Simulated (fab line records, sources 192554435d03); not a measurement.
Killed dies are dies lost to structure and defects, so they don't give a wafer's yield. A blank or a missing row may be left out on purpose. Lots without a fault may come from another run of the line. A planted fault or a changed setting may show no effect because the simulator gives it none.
fab line records | flow n5_finfet
record lots=5 wafers=15 last_day=16
route steps=1938 shown SDB@359 DUMMY_REMOVAL@377 HKMG_FIN@385 PASSIVATION@1936
lots that met no fault: from a run of the same line without faults
start_h: hours from the record's first day to the start of the lot's first wafer shown | wait_h: hours since the lot's step before | " the same as in the row above | L1.1+2: a row that stands for several wafers | - no value, or no start given | * or withheld: withheld | < > ~ a bound
route shown NAME@n: a module of which the file shows steps, and the number in the route of the first | usual: mean/standard deviation of fault-free wafers | same: alike in all rows | chamber/n: place in a boat | sites: the reading at each site | _std_site: their standard deviation | _edge_site: outer sites' mean less inner sites' | radius_mm: how far each site lies from the wafer's centre | mask NAME#n: copy n | behind: the tool/chamber that last shaped the wafer | hold: why the lot was held/for how many hours/how that ended | device: the transistor (n, p or np) that didn't switch | end of line: the same wafers' tests at the end of the route | a step without rows: its recipe alone | killed: dies lost to structure and defects at the first sort, not the wafer's yield | map: a wafer's dies, x killed, . not, _ none there
set.NAME: the setting as run; set.NAME@STEP: as run at that earlier step | model.NAME: the simulator's own value behind a step, which no gauge read
lots at some steps of the route; a table a step, a row a wafer
services: from which hour (start_h, from the record's first day; less than 0 if before it) a tool's chamber was out of use, for how many hours, and why
## steps
# step N5_SDB_DESCUM_16
# recipe chemistry=O2 time_s=7.9 source_power_w=50 bias_power_w=20 pressure_mtorr=20 rf_frequency_hz=2.712e+07 temp_c=40 resist=CAR-ArF o2_flow_sccm=225
# usual drypump_motor_current_A=6.0/0.46 oes_product_au=0.77/0.072 rf_vpp_V=243.4/1.3 showerhead_plenum_p_Torr=2.11/0.067 temp_c=40.00/0.12 throttle_valve_pct=20.38/0.19
# columns lot.wafer tool chamber start_h wait_h drypump_motor_current_A oes_product_au rf_hours_counter_h rf_vpp_V showerhead_plenum_p_Torr temp_c throttle_valve_pct
L240.1 rie_diel-04 0 89.10 0.4 6.6 0.73 191 242.7 1.99 40.09 20.21
L240.2 " 1 " " 5.7 0.83 92 243.9 2.10 39.84 20.59
L240.6 " 1 " " 5.7 0.82 - 243.7 2.10 39.93 20.58
L241.3 rie_diel-05 2 99.29 0.2 6.6 0.81 114 243.0 2.11 40.07 20.36
L241.4 " 3 " " 5.6 0.81 94 244.9 2.21 40.05 20.51
L241.5 " 3 " " 5.6 0.81 - 244.9 2.21 39.90 20.52
L247.2 rie_diel-05 0 133.21 0.0 5.6 0.85 69 240.1 2.03 40.19 20.18
L247.3 " 3 " " 5.5 0.80 108 244.8 2.21 39.89 20.54
L247.6 " 1 " " 6.2 0.69 - 245.0 2.16 40.06 20.49
L248.1 rie_diel-05 3 139.65 0.5 5.6 0.80 111 244.4 2.21 39.85 20.54
L248.2 " 0 " " 5.6 0.85 71 242.2 2.03 39.97 20.19
L248.3 " 2 " " 6.6 0.79 130 243.4 2.10 39.86 20.37
L254.1 rie_diel-05 3 173.66 0.0 5.6 0.78 124 244.2 2.20 40.03 20.57
L254.2 " 2 " " 6.6 0.78 144 242.8 2.10 39.81 20.40
L254.4 " 3 " " 5.6 0.78 - 244.2 2.20 40.22 20.55
# step N5_SDB_ETCH_17
# recipe chemistry=CF4 target=SiARC target_depth_a=234 mask_material=CAR-ArF time_s=39 ion_energy_ev=80 pressure_mtorr=40 source_w=545 bias_w=36 Ar_flow_sccm=100 cf4_flow_sccm=100 ends=cleared
# step N5_SDB_ETCH_18
# recipe chemistry=N2/H2 target=SOC target_depth_a=1000 overetch_a=200 mask_material=SiARC temp_c=40 time_s=150 ion_energy_ev=200 pressure_mtorr=30 source_w=840 bias_w=150 n2_flow_sccm=200 h2_flow_sccm=200
# usual drypump_motor_current_A=6.0/0.47 oes_product_au=0.69/0.063 rf_vpp_V=524.4/2.4 showerhead_plenum_p_Torr=2.56/0.079 temp_c=40.00/0.11 throttle_valve_pct=17.74/0.2
# columns lot.wafer tool chamber start_h wait_h drypump_motor_current_A oes_product_au rf_hours_counter_h rf_vpp_V showerhead_plenum_p_Torr temp_c throttle_valve_pct
L240.1 rie_diel-04 0 89.17 0.0 6.7 0.65 191 520.4 2.42 39.89 17.60
L240.2 " 1 " " 5.7 0.72 92 525.4 2.57 39.95 18.06
L240.6 " 1 " " 5.7 0.73 - 525.1 2.57 39.97 18.05
L241.3 rie_diel-05 2 99.36 0.0 6.6 0.73 114 524.3 2.56 40.05 17.69
L241.4 " 3 " " 5.6 0.72 94 527.6 2.67 40.04 17.75
L241.5 " 3 " " 5.5 0.73 - 527.6 2.67 40.08 17.74
L247.2 rie_diel-05 0 133.28 0.0 5.6 0.75 69 521.2 2.46 39.82 17.50
L247.3 " 3 " " 5.5 0.71 108 527.5 2.67 40.09 17.78
L247.6 " 1 " " 6.3 0.62 - 526.2 2.61 39.83 17.82
L248.1 rie_diel-05 3 139.72 0.0 5.5 0.71 111 527.4 2.67 40.09 17.77
L248.2 " 0 " " 5.6 0.75 71 521.7 2.46 40.09 17.48
L248.3 " 2 " " 6.6 0.72 130 525.3 2.56 40.02 17.73
L254.1 rie_diel-05 3 173.76 0.0 5.5 0.70 124 527.9 2.66 40.19 17.79
L254.2 " 2 " " 6.6 0.70 144 524.1 2.55 40.02 17.76
L254.4 " 3 " " 5.6 0.71 - 526.2 2.66 40.15 17.81
# step N5_SDB_STRIP_19
# recipe chemistry=N2/H2 temp_c=40 n2_flow_sccm=200 h2_flow_sccm=200 rf_frequency_hz=6e+07
# step N5_SDB_STRIP_21
# recipe chemistry=CF4 resist=SiARC power_w=300 bias_power_w=75 pressure_mtorr=50 cf4_flow_sccm=150 rf_frequency_hz=6e+07
# step N5_SDB_HM_OPEN_20
# recipe chemistry=CH3F/O2 target=SiNx mask_material=SOC target_depth_a=240 stop_on=poly-Si over_etch_frac=0.4 ion_energy_ev=120 pressure_mtorr=30 source_w=395 bias_w=73 Ar_flow_sccm=150 CH3F_flow_sccm=30 O2_flow_sccm=20
# step N5_SDB_STRIP_22
# recipe chemistry=N2/H2 power_w=1000 temp_c=250 h2_frac=0.65 overash_fraction=0.3 pressure_mtorr=withheld n2_flow_sccm=1750 h2_flow_sccm=3250
# usual drypump_motor_current_A=6.2/0.3 heater_power_w=317/18 oes_product_au=0.714/0.0046 strip_time_to_endpoint_s=96.4/0.32 temp_c=249.99/0.17
# columns lot.wafer tool chamber start_h wait_h drypump_motor_current_A heater_power_w oes_product_au rf_hours_counter_h strip_time_to_endpoint_s temp_c
L240.1 plasma_asher-01 0 89.41 0.1 5.7 312 0.707 40 96.4 250.32
L240.2 " 1 " " 5.9 281 0.716 40 95.8 249.85
L240.6 " 0 " " 5.7 310 0.714 - 96.1 250.31
L241.3 plasma_asher-01 0 99.65 0.1 5.7 318 0.714 - 96.7 250.11
L241.4 " 1 " " 5.9 282 0.709 - 96.6 249.67
L241.5 " 1 " " 5.9 290 0.705 - 96.8 249.94
L247.2 plasma_asher-02 1 133.52 0.1 6.5 328 0.713 100 96.0 250.07
L247.3 " 0 " " 6.4 337 0.715 - 95.9 250.26
L247.6 " 0 " " 6.4 333 0.715 - 96.2 250.01
L248.1 plasma_asher-02 0 139.96 0.1 6.4 326 0.715 101 96.1 250.19
L248.2 " 1 " " 6.5 318 0.722 101 96.1 249.95
L248.3 " 0 " " 6.4 332 0.714 - 96.3 250.14
L254.1 plasma_asher-01 0 174.11 0.1 5.7 320 0.716 58 96.5 249.79
L254.2 " 1 " " 5.9 281 0.712 58 96.6 250.02
L254.4 " 0 " " 5.7 323 0.713 - 96.5 249.77
# step N5_SDB_PRECLEAN_23
# recipe chemistry=dHF time_s=30 temp_c=25 dilution=withheld
# step N5_SDB_DUMMY_REMOVE_24
# recipe chemistry=TMAH temp_c=70 target=poly-Si stop_on=SiO2 target_depth_nm=142 conc_wt_pct=5 time_s=57 dry=ipa_marangoni rinse_time_s=30 rinse_temp_c=23
# step N5_SDB_ETCH_25
# recipe chemistry=C4F6/O2 target=SiO2 target_depth_a=100 time_s=3.3 ion_energy_ev=250 mask_material=SiNx pressure_mtorr=30 source_w=345 bias_w=185 Ar_flow_sccm=300 C4F6_flow_sccm=10 O2_flow_sccm=10
# usual drypump_motor_current_A=5.9/0.49 oes_f_703_au=0.78/0.066 oes_product_au=0.78/0.068 rf_vpp_V=667/5.7 showerhead_plenum_p_Torr=2.87/0.089 throttle_valve_pct=21.16/0.2
# columns lot.wafer tool chamber start_h wait_h drypump_motor_current_A oes_f_703_au oes_product_au rf_hours_counter_h rf_vpp_V showerhead_plenum_p_Torr throttle_valve_pct
L240.1 rie_diel-04 3 91.34 1.7 5.7 0.75 0.75 159 667 2.97 20.96
L240.2 " 2 " " 5.8 0.69 0.71 215 657 2.93 20.90
L240.6 " 3 " " 5.6 0.75 0.76 - 667 2.97 20.95
L241.3 rie_diel-05 0 99.83 0.0 5.6 0.84 0.86 55 672 2.78 20.94
L241.4 " 2 " " 6.6 0.81 0.80 114 665 2.87 21.12
L241.5 " 0 " " 5.6 0.84 0.85 - 671 2.78 20.93
L247.2 rie_diel-05 0 134.04 0.3 5.6 0.83 0.83 69 668 2.77 20.95
L247.3 " 3 " " 5.5 0.80 0.79 108 665 3.00 21.29
L247.6 " 0 " " 5.6 0.83 0.84 - 671 2.77 20.95
L248.1 rie_diel-05 0 140.53 0.4 5.6 0.82 0.85 72 670 2.77 20.98
L248.2 " 2 " " 6.6 0.79 0.79 130 664 2.86 21.13
L248.3 " 1 " " 6.3 0.68 0.69 239 679 2.93 21.24
L254.1 rie_diel-05 3 174.33 0.0 5.6 0.78 0.78 125 665 2.99 21.32
L254.2 " 2 " " 6.6 0.78 0.77 144 665 2.85 21.16
L254.4 " 3 " " 5.6 0.78 0.79 - 667 2.99 21.32
# step N5_SDB_CUT_ETCH_26
# recipe chemistry=HBr/Cl2/O2 target=Si target_depth_a=1296 bt_time_s=20 mask_material=SiNx time_s=51.8 ion_energy_ev=* bias_w=* pressure_mtorr=10 icp_w=800 HBr_flow_sccm=150 Cl2_flow_sccm=80 O2_flow_sccm=12
# step N5_SDB_PRECLEAN_38
# recipe chemistry=dHF time_s=10 dilution=750:1 temp_c=25
# step N5_SDB_PRECLEAN_39
# recipe chemistry=O3/DIW time_s=45 temp_c=22 o3_ppm=10
# usual temp_c=21.99/0.098
# columns lot.wafer tool chamber start_h wait_h temp_c
L240.1 wet_bench-06 1 91.55 0.0 22.26
L240.2 " 6 " " 21.97
L240.6 " 5 " " 22.09
L241.3 wet_bench-04 2 100.03 0.0 22.17
L241.4 " 3 " " 21.84
L241.5 " 7 " " 22.12
L247.2 wet_bench-06 4 134.24 0.0 21.97
L247.3 " 6 " " 21.78
L247.6 " 7 " " 21.90
L248.1 wet_bench-04 3 140.75 0.0 22.11
L248.2 " 6 " " 21.92
L248.3 " 1 " " 21.96
L254.1 wet_bench-04 1 174.57 0.0 22.01
L254.2 " 7 " " 22.01
L254.4 " 6 " " 21.92
# step N5_SDB_SRD_28
# recipe dry=ipa_marangoni time_s=30 temp_c=23 rinse_liquid=diw
# step N5_SDB_ALD_29
# recipe material=SiNx target_thk_a=300 temp_c=400 ald_precursor_family=SiH2I2 ald_co_reactant=N2/H2-plasma pulse_time_s=1 ald_cycles=600 purge_time_s=2 co_reactant_purge_time_s=2 pressure_torr=2
# step N5_SDB_CMP_30
# recipe stop_on=poly-Si t_overpolish_s=1.54 post_cmp_clean=alkaline_brush down_force_psi=4.1491 platen_rpm=51.796 pad_velocity_m_s=1.0306 target_thk_nm=30
# step N5_SDB_THK_MEAS_31
# recipe reads=a-Si_of_DUMMY_GATE_CVD_03
# usual SDB_THK=64.5/0.83
# columns lot.wafer tool chamber start_h wait_h SDB_THK[nm]
L240.1 film_metro-01 - 95.84 - 64.7
L240.2 " - " " 64.6
L240.6 " - " " 64.6
L241.3 film_metro-02 - 103.12 - 64.6
L241.4 " - " " 63.0
L241.5 " - " " 63.9
L247.2 film_metro-02 - 137.34 - 65.1
L247.3 " - " " 64.1
L247.6 " - " " 64.7
L248.1 film_metro-01 - 143.84 - 63.8
L248.2 " - " " 64.9
L248.3 " - " " 64.1
L254.1 film_metro-01 - 177.68 - 65.4
L254.2 " - " " 65.6
L254.4 " - " " 64.3
# step N5_DUMMY_REMOVAL_HM_STRIP_01
# recipe chemistry=CH3F/O2 material=SiNx target_depth_a=40 stop_on=poly-Si time_s=6.8 over_etch_frac=0.3 ion_energy_ev=60 power_w=410 bias_w=29 Ar_flow_sccm=150 CH3F_flow_sccm=30 O2_flow_sccm=20
# usual drypump_motor_current_A=5.9/0.41 oes_product_au=0.65/0.07 rf_vpp_V=127.6/1.1 showerhead_plenum_p_Torr=2.02/0.08 throttle_valve_pct=16.33/0.27
# columns lot.wafer tool chamber start_h wait_h drypump_motor_current_A oes_product_au rf_hours_counter_h rf_vpp_V showerhead_plenum_p_Torr throttle_valve_pct
L240.1 rie_diel-06 2 96.43 0.6 5.2 0.76 13 126.7 2.05 16.18
L240.2 " 3 " " 5.8 0.69 56 128.7 2.12 15.99
L240.6 " 2 " " 5.2 0.76 - 127.3 2.05 16.18
L241.3 rie_diel-03 2 103.54 0.4 5.3 0.64 118 127.9 1.93 16.34
L241.4 " 1 " " 5.9 0.62 - 127.7 2.09 16.50
L241.5 " 3 " " 5.4 0.57 - 126.5 1.98 16.71
L247.2 rie_diel-02 1 137.39 0.0 6.2 0.62 133 129.1 2.09 16.01
L247.3 " 2 " " 6.2 0.61 174 126.6 1.91 16.68
L247.6 " 2 " " 6.2 0.62 - 127.1 1.91 16.66
L248.1 rie_diel-02 0 143.90 0.0 6.0 0.69 59 128.3 2.12 15.97
L248.2 " 1 " " 6.3 0.62 137 128.3 2.09 16.01
L248.3 " 2 " " 6.2 0.62 175 127.5 1.91 16.69
L254.1 rie_diel-06 1 177.74 0.0 6.1 0.74 21 128.4 2.05 16.00
L254.2 " 0 " " 5.9 0.55 239 126.8 1.97 16.53
L254.4 " 2 " " 5.2 0.72 42 126.5 2.04 16.24
# step N5_DUMMY_REMOVAL_STRIP_10
# recipe chemistry=N2/H2 time_s=40 power_w=100 temp_c=40 pressure_mtorr=100 rf_frequency_hz=6e+07 bias_power_w=3 n2_flow_sccm=300 h2_flow_sccm=300
# step N5_DUMMY_REMOVAL_PRECLEAN_07
# recipe chemistry=dHF time_s=30 temp_c=25 dilution=withheld
# step N5_DUMMY_REMOVAL_DUMMY_REMOVE_02
# recipe chemistry=TMAH temp_c=70 target=poly-Si stop_on=SiO2 target_depth_nm=142 conc_wt_pct=5 time_s=57 dry=ipa_marangoni rinse_time_s=30 rinse_temp_c=23
# step N5_DUMMY_REMOVAL_PRECLEAN_08
# recipe chemistry=NF3:NH3 afs_cycles=2 temp_c=30 time_s=20 sublimation_temp_c=180 sublimation_time_s=60 pressure_torr=3 rf_power_w=30
# step N5_DUMMY_REMOVAL_PRECLEAN_04
# recipe chemistry=DHF time_s=37 temp_c=25 dilution=500:1
# step N5_DUMMY_REMOVAL_SRD_05
# recipe dry=ipa_marangoni do_ppb=5 time_s=30 temp_c=23 rinse_liquid=diw
# step N5_HKMG_FIN_IL_REGROW_00
# recipe material=SiO2 target_thk_a=7.5 chemistry=O3 temp_c=withheld time_s=30
# step N5_HKMG_FIN_HK_ALD_01
# recipe material=HfO2 target_thk_a=16 temp_c=withheld ald_precursor_family=HfCl4 ald_co_reactant=H2O pulse_time_s=3 purge_time_s=3 co_reactant_purge_time_s=2.5 co_reactant_pulse_time_s=0.3 ald_cycles=30
# step N5_HKMG_FIN_HK_ANNEAL_02
# recipe temp_c=700 time_s=30 ambient=N2 idle_temp_c=600 ramp_up_c_per_s=150 ramp_down_c_per_s=60 cool_to_c=600
# step N5_HKMG_FIN_ALD_74
# recipe material=La2O3 target_thk_a=5 temp_c=250 ald_precursor_family=La-Cp ald_co_reactant=O3 pulse_time_s=6 co_reactant_pulse_time_s=1 purge_time_s=3 co_reactant_purge_time_s=3
# step N5_HKMG_FIN_ALD_75
# recipe material=Al2O3 target_thk_a=10 temp_c=150 ald_precursor_family=TMA ald_co_reactant=H2O pulse_time_s=withheld co_reactant_pulse_time_s=1
# step N5_HKMG_FIN_COAT_41
# recipe resist=SOC temp_c=250 time_s=60 spin_rpm=1500 resist_thk_nm=300
# step N5_HKMG_FIN_COAT_42
# recipe resist=SiARC temp_c=220 time_s=60 spin_rpm=1500 resist_thk_nm=35
# step N5_HKMG_FIN_COAT_43
# recipe resist=CAR-ArF spin_rpm=1500 resist_thk_nm=90
# step N5_HKMG_FIN_EBR_45
# recipe solvent=PGMEA ebr_width_mm=1.5
# step N5_HKMG_FIN_SOFTBAKE_44
# recipe temp_c=110 time_s=60 resist=CAR-ArF
# step N5_HKMG_FIN_EXPOSE_46
# recipe mask_id=NDIPOLE na=1.35 source_shape=conventional sigma_outer=0.8 polarization=unpolarized dose_mj=40
# step N5_HKMG_FIN_PEB_47
# recipe peb_temp_c=withheld peb_time_s=60 resist=CAR-ArF
# step N5_HKMG_FIN_DEVELOP_48
# recipe develop_time_s=30 developer=TMAH resist=CAR-ArF rinse_liquid=diw dry=air_spin dev_temp_c=23
# step N5_HKMG_FIN_CD_MEAS_49
# recipe target_cd_nm=202 landing_energy_ev=500 detector=se_inlens polarity=opening
# usual cd_nm=202.1/0.51
# columns lot.wafer tool chamber start_h wait_h cd_nm
L240.1 cd_sem-01 0 97.96 - 203.1
L240.2 " 0 " " 202.8
L240.6 " 0 " " 203.1
L241.3 cd_sem-01 0 105.06 - 202.3
L241.4 " 0 " " 202.3
L241.5 " 0 " " 202.1
L247.2 cd_sem-01 0 138.93 - 202.0
L247.3 " 0 " " 202.2
L247.6 " 0 " " 201.8
L248.1 cd_sem-02 0 145.28 - 202.1
L248.2 " 0 " " 201.9
L248.3 " 0 " " 201.7
L254.1 cd_sem-02 0 179.55 - 202.5
L254.2 " 0 " " 202.8
L254.4 " 0 " " 202.2
# step N5_HKMG_FIN_OVL_MEAS_50
# recipe points_per_wafer=44
# usual NDIPOLE_OVL=-0.5/0.69
# columns lot.wafer tool chamber start_h wait_h NDIPOLE_OVL[nm]
L240.1 overlay-02 0 97.99 0.0 -0.8
L240.2 " 0 " " -0.9
L240.6 " 0 " " -0.1
L241.3 overlay-01 0 105.08 0.0 -0.4
L241.4 " 0 " " -1.0
L241.5 " 0 " " -0.1
L247.2 overlay-02 0 138.96 0.0 -1.1
L247.3 " 0 " " -2.1
L247.6 " 0 " " -1.6
L248.1 overlay-02 0 145.31 0.0 -1.4
L248.2 " 0 " " -0.7
L248.3 " 0 " " -0.3
L254.1 overlay-01 0 179.58 0.0 -1.3
L254.2 " 0 " " -1.3
L254.4 " 0 " " -1.6
# step N5_PASSIVATION_PROBE_49
# usual defect_limited_yield=91.3/1.5 killed_at_M0_to_M3=35/10 killed_at_M4_up=13/5.3 killed_at_contacts=12/5.7 killed_at_front_end=39/11 killed_at_other=3.3/2.7 killed_dies=102/18 killed_on_rim=13/4 killed_open=67/13 killed_short=34/7.8 sort_bin_5_function=5.1/1 sort_bin_6_memory=3.3/0.68 sort_n_pass=1078/18 sort_yield_pct=91.3/1.5
# same gross_dies=1180 killed_at_back_side=0 sort_bin_4_leakage[%]=0 sort_bin_8_speed[%]=0
# columns lot.wafer tool chamber start_h wait_h defect_limited_yield[%] killed_at_M0_to_M3 killed_at_M4_up killed_at_contacts killed_at_front_end killed_at_other killed_dies killed_on_rim killed_open killed_short sort_bin_5_function[%] sort_bin_6_memory[%] sort_n_pass sort_yield_pct[%]
L240.1 prober-02 - 277.17 0.0 93.2 19 16 5 39 1 80 7 58 21 4.7 1.9 1100 93.2
L240.2 prober-02 - 277.22 0.1 93.7 26 12 8 26 2 74 8 47 27 4.2 1.9 1106 93.7
L240.6 prober-02 - 277.42 0.3 94.4 18 11 10 26 1 66 5 42 24 3.1 2.5 1114 94.4
L247.3 prober-02 - 328.18 0.1 87.1 33 12 16 89 2 152 30 79 29 7.9 3.9 1028 87.1
L254.1 prober-01 - 372.84 0.0 92.5 28 10 18 28 4 88 16 57 30 4.0 3.1 1092 92.5
L254.2 prober-01 - 372.89 0.1 91.3 44 12 12 32 3 103 9 68 34 4.7 3.8 1077 91.3
# killed by level:class
L240.1 FIN_SAQP:geometric_particle:open=12 STI_FIN_REVEAL:geometric_particle:open=5 DUMMY_GATE:geometric_particle:open=5 MOL_CONTACT_COAG:geometric_particle:open=4 BEOL_M0_SAQP:geometric_particle:open=4 BEOL_M0_SAQP:geometric_particle:short=4 STARTING-WAFER:geometric_particle:open=4 FIN_SAQP:geometric_particle:short=3
L240.2 BEOL_M2:geometric_particle:open=10 DUMMY_GATE:geometric_particle:open=5 MOL_CONTACT_COAG:geometric_particle:open=5 BEOL_M2:geometric_particle:short=5 BEOL_M1:geometric_particle:open=4 BEOL_M4:geometric_particle:open=4 STARTING-WAFER:geometric_particle:open=4 FIN_SAQP:geometric_particle:open=3
L240.6 MOL_CONTACT_COAG:geometric_particle:open=6 BEOL_M2:geometric_particle:open=5 FIN_SAQP:geometric_particle:short=4 MOL_CONTACT_COAG:geometric_particle:short=4 FIN_SAQP:geometric_particle:open=3 BEOL_M0_SAQP:geometric_particle:short=3 BEOL_M0_SAQP:geometric_particle:open=3 BEOL_M3:geometric_particle:open=3
L247.3 SDB:unspecified=43 STI_FIN_REVEAL:geometric_particle:open=17 MOL_CONTACT_COAG:geometric_particle:open=12 BEOL_M0_SAQP:geometric_particle:open=12 FIN_SAQP:geometric_particle:open=10 FIN_SAQP:geometric_particle:short=7 BEOL_M1:geometric_particle:open=6 BEOL_M3:geometric_particle:open=6
L254.1 MOL_CONTACT_COAG:geometric_particle:open=14 BEOL_M0_SAQP:geometric_particle:short=11 BEOL_M0_SAQP:geometric_particle:open=6 BEOL_M6:geometric_particle:open=6 STI_FIN_REVEAL:geometric_particle:open=5 GATE_CUT:geometric_particle:open=4 MOL_CONTACT_COAG:geometric_particle:short=4 BEOL_M2:geometric_particle:open=4
L254.2 BEOL_M0_SAQP:geometric_particle:open=19 BEOL_M0_SAQP:geometric_particle:short=13 MOL_CONTACT_COAG:geometric_particle:open=10 FIN_SAQP:geometric_particle:open=7 STI_FIN_REVEAL:geometric_particle:open=6 FIN_SAQP:geometric_particle:short=5 BEOL_M5:geometric_particle:open=5 BEOL_M3:geometric_particle:open=3
# map L247.3 (x killed, . not)
_________________xxxxxx.x....________________
______________xxxxxxxx.x........_____________
___________xxxxxxxx................__________
__________xxxxxxxxx.............x..._________
________x.x.xxxx..xx.x...x..x.......x._______
_______...x.x.x.x.....x...........x....______
______....x..x...........x.............._____
_____...............xx...................____
____x..........x.x.x....x..x..............___
___.....x.....x.xx..x.......x....x......x..__
___.x......................xx....x.........__
__................x...x...................x._
__x..........x..x..........x................_
_...............................x........xx..
_...x.x.......x.x.x.............x............
_............................................
_........x.....xx..........x.x...............
_..........x..x.......x...........x.xx.....x.
_........x............x..x...........x...xx..
_..x.........x...........x.....x.x...........
_.....x..............x.......x.......xx......
__.........xxx.....xx......................._
__.......................x.................._
___......x..........x.x....................__
___........x..............x...x............__
____......................x..x......x.....___
_____.x................x.................____
______......................xx.........._____
_______x...x................x..........______
________...x.........................._______
__________...x.........x..........x._________
___________..x......x......x.....x.__________
______________...x........x...x._____________
_________________............________________
# map L240.1 (x killed, . not)
_________________...........x________________
______________........x........._____________
___________.......x..x.........x...__________
__________.........................._________
________...................xx........._______
_______................................______
______.......x....x................x...._____
_____............x.......................____
____..................x.x..........x......___
___x................x........x.............__
___.........x.................x.......x....__
__.......................x.....x............_
__........................x......x..x......._
_.....x.................x.......x..x.........
_.............x..x........................x..
_........xx......x.x.......x...............x.
_x.....x.........xx..........................
_..........x.x.............x..........x......
_........x........x........x......x.........x
_...........................x.......x....x.x.
_.......................x..........x.........
__.x...........xx.....................x...x._
__........x................................._
___........................................__
___...........x.......x....................__
____..........................x..x........___
_____....................................____
______.....x.x.x...x......x............._____
_______......x.........................______
________.............x................_______
__________.x..............x........._________
___________.........x.x............__________
______________...x.x............_____________
_________________............________________
## services
# columns tool chamber start_h hours kind
wet_bench-04 - 82.16 1.2 repair
rie_diel-02 - 83.82 14.6 pm
rie_diel-06 1 87.13 - clean
rie_diel-06 1 87.13 - consumable_replace:focus_ring
rie_diel-06 1 87.13 27.5 scheduled_down
rie_diel-06 1 87.13 27.5 vent_cycle
rie_diel-06 0 88.86 4.1 repair
rie_diel-04 - 101.30 0.5 repair
rie_diel-02 1 113.73 15.6 repair
rie_diel-06 2 117.42 1.2 repair
rie_diel-05 2 119.71 1.5 repair
plasma_asher-02 - 123.16 4.3 pm
rie_diel-02 3 153.75 1.5 repair
rie_diel-04 1 160.26 9.4 repair
rie_diel-03 3 164.52 1.7 repair
rie_diel-05 1 168.24 - clean
rie_diel-05 1 168.24 - consumable_replace:esc
rie_diel-05 1 168.24 - consumable_replace:focus_ring
rie_diel-05 1 168.24 23.1 scheduled_down
rie_diel-05 1 168.24 23.1 vent_cycle
rie_diel-04 2 175.20 - clean
rie_diel-04 2 175.20 - consumable_replace:focus_ring
rie_diel-04 2 175.20 17.6 scheduled_down
rie_diel-04 2 175.20 17.6 vent_cycle
## key
first_sign step=N5_PASSIVATION_PROBE_49 reading=killed_at_front_end direction=up sigmas=4.6 usual=39 struck=89
effect step=N5_PASSIVATION_PROBE_49 reading=killed_dies direction=up sigmas=2.8 usual=102 struck=152
more_kills_born_at N5_SDB_PRECLEAN_39@wet_bench-06=43
met_at N5_SDB_PRECLEAN_39
struck_wafers L247.3
onset_between 91.55 134.24
fault kind=chamber_particle_source tool=wet_bench-06 chamber=6 onset_h=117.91 steps=N5_SDB_PRECLEAN_39 rate_per_visit_cm2=0.75749 end_h=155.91
